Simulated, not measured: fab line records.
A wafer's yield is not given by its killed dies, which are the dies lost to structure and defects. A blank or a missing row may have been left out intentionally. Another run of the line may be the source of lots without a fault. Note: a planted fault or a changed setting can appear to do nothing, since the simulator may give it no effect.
Tool commonality check	flow nand harc	Lots sampled 13, wafers sampled 39

== WHAT PROMPTED THE OPENING ==
Flagged at NHARC_A_ONON_D2_THK_MEAS_24: reading thk nm, on 2 of 13 lots. No-fault wafers: 999 nm, standard deviation 8.5.
Rule: flag the lot when none of its wafers has a number, or when each of its wafers that has one lies beyond 4 standard deviations from that mean. The rest of the lots are taken to be sound.

lot	measured	on	thk nm (nm), wafer by wafer	flag
L765	day 13 14:20	film metro-02	996 997 998	
L766	day 13 14:21	film metro-01	1013 1012 1011	
L767	day 13 21:46	film metro-02	980 980 979	
L768	day 14 13:25	film metro-02	996 996 996	
L770	day 15 09:39	film metro-01	996 995 994	
L771	day 15 16:13	film metro-01	997 995 995	
L777	day 17 20:49	film metro-01	371 371 372	FLAGGED
L776	day 17 20:49	film metro-02	1001 1002 1003	
L778	day 18 23:59	film metro-02	366 366 367	FLAGGED
L784	day 20 23:01	film metro-02	1002 1003 1004	
L785	day 21 12:38	film metro-01	982 980 981	
L786	day 21 19:35	film metro-01	991 992 994	
L787	day 22 05:59	film metro-02	1004 1003 1007	
On average the flagged lots' numbers are 369 nm, which is -630 nm against the usual, or -74 standard deviations.

== WHICH TOOL RAN EACH LOT ==
3 process steps preceding the reading are held in the record, out of 1302 steps in the route. Every cell lists first the tool, next ch and the chambers used by the sampled wafers, and last the start.
lot	flag	NHARC_A_DECK1_JOINT_ETCHBACK_00	NHARC_A_DECK1_JOINT_CMP_02	NHARC_A_ONON_D2_DEP_22
L765		rie si-01 ch 0,1,2, day 11 21:17	cmp-04 ch 0,1, day 13 01:38	pecvd onon-04 ch 0, day 13 13:50
L766		rie si-06 ch 2,3, day 11 21:15	cmp-03 ch 0,2,3, day 13 01:38	pecvd onon-01 ch 0, day 13 13:50
L767		rie si-01 ch 0,3, day 12 12:19	cmp-04 ch 0,2,3, day 13 09:21	pecvd onon-03 ch 0, day 13 21:19
L768		rie si-06 ch 0,2,3, day 12 23:16	cmp-02 ch 1,2, day 13 23:34	pecvd onon-04 ch 0, day 14 12:55
L770		rie si-01 ch 0,1,2, day 13 20:32	cmp-03 ch 0,1, day 14 21:14	pecvd onon-04 ch 0, day 15 09:08
L771		rie si-06 ch 1,3, day 14 04:55	cmp-02 ch 0,2,3, day 15 02:44	pecvd onon-04 ch 0, day 15 15:43
L777	FLAGGED	rie si-06 ch 0,2,3, day 16 08:23	cmp-02 ch 0,1,2, day 17 08:43	pecvd onon-04 ch 0, day 17 20:19
L776		rie si-01 ch 1,2,3, day 16 08:22	cmp-04 ch 1,2,3, day 17 08:43	pecvd onon-03 ch 0, day 17 20:19
L778	FLAGGED	rie si-06 ch 2,3, day 17 11:19	cmp-02 ch 1,2, day 18 11:37	pecvd onon-04 ch 0, day 18 23:32
L784		rie si-06 ch 0,2,3, day 19 14:43	cmp-04 ch 0,2,3, day 20 10:29	pecvd onon-01 ch 0, day 20 22:31
L785		rie si-06 ch 1,3, day 20 02:11	cmp-03 ch 0,3, day 21 00:35	pecvd onon-03 ch 0, day 21 12:08
L786		rie si-06 ch 0,2,3, day 20 10:40	cmp-02 ch 0,2,3, day 21 06:26	pecvd onon-01 ch 0, day 21 19:05
L787		rie si-05 ch 0,2, day 20 18:47	cmp-04 ch 1,3, day 21 17:35	pecvd onon-04 ch 0, day 22 05:28
What these steps do:
- NHARC_A_DECK1_JOINT_ETCHBACK_00: etches the open film in HBr, target depth 30 nm, time 17.4 s.
- NHARC_A_DECK1_JOINT_CMP_02: polishes SiOx.
- NHARC_A_ONON_D2_DEP_22: target thk 1000 nm.
- NHARC_A_ONON_D2_THK_MEAS_24: measures by ellipsometry.

== FLAGGED AGAINST TOTAL, ONE TOOL AT A TIME (gauges that did the reading follow at the end) ==
step	tool	lots run	flagged	share of the flagged lots	sound lots run after its first flagged lot
NHARC_A_DECK1_JOINT_ETCHBACK_00	rie si-01	4	0	none	-
NHARC_A_DECK1_JOINT_ETCHBACK_00	rie si-05	1	0	none	-
NHARC_A_DECK1_JOINT_ETCHBACK_00	rie si-06	8	2	all	3 (L784,L785,L786)
NHARC_A_DECK1_JOINT_CMP_02	cmp-02	5	2	all	1 (L786)
NHARC_A_DECK1_JOINT_CMP_02	cmp-03	3	0	none	-
NHARC_A_DECK1_JOINT_CMP_02	cmp-04	5	0	none	-
NHARC_A_ONON_D2_DEP_22	pecvd onon-01	3	0	none	-
NHARC_A_ONON_D2_DEP_22	pecvd onon-03	3	0	none	-
NHARC_A_ONON_D2_DEP_22	pecvd onon-04	7	2	all	1 (L787)
NHARC_A_ONON_D2_THK_MEAS_24	film metro-01	6	1	some	2 (L785,L786)
NHARC_A_ONON_D2_THK_MEAS_24	film metro-02	7	1	some	2 (L784,L787)

== WHAT THE TABLE PERMITS ==
3 rows of the table ran every flagged lot: rie si-06 at NHARC_A_DECK1_JOINT_ETCHBACK_00, cmp-02 at NHARC_A_DECK1_JOINT_CMP_02, pecvd onon-04 at NHARC_A_ONON_D2_DEP_22.
- rie si-06 at NHARC_A_DECK1_JOINT_ETCHBACK_00 ran 8 lots, 2 of them flagged. Sound lots ran on it after the first flagged one (L784, L785, L786), which a lasting fault on the whole tool wouldn't allow.
- cmp-02 at NHARC_A_DECK1_JOINT_CMP_02 ran 5 lots, 2 of them flagged. Sound lots ran on it after the first flagged one (L786), which a lasting fault on the whole tool wouldn't allow.
- pecvd onon-04 at NHARC_A_ONON_D2_DEP_22 ran 7 lots, 2 of them flagged. Sound lots ran on it after the first flagged one (L787), which a lasting fault on the whole tool wouldn't allow.
No row of the table ran every flagged lot and no sound lot after the first.

== WHAT THE SIMULATOR HAD INSERTED ==
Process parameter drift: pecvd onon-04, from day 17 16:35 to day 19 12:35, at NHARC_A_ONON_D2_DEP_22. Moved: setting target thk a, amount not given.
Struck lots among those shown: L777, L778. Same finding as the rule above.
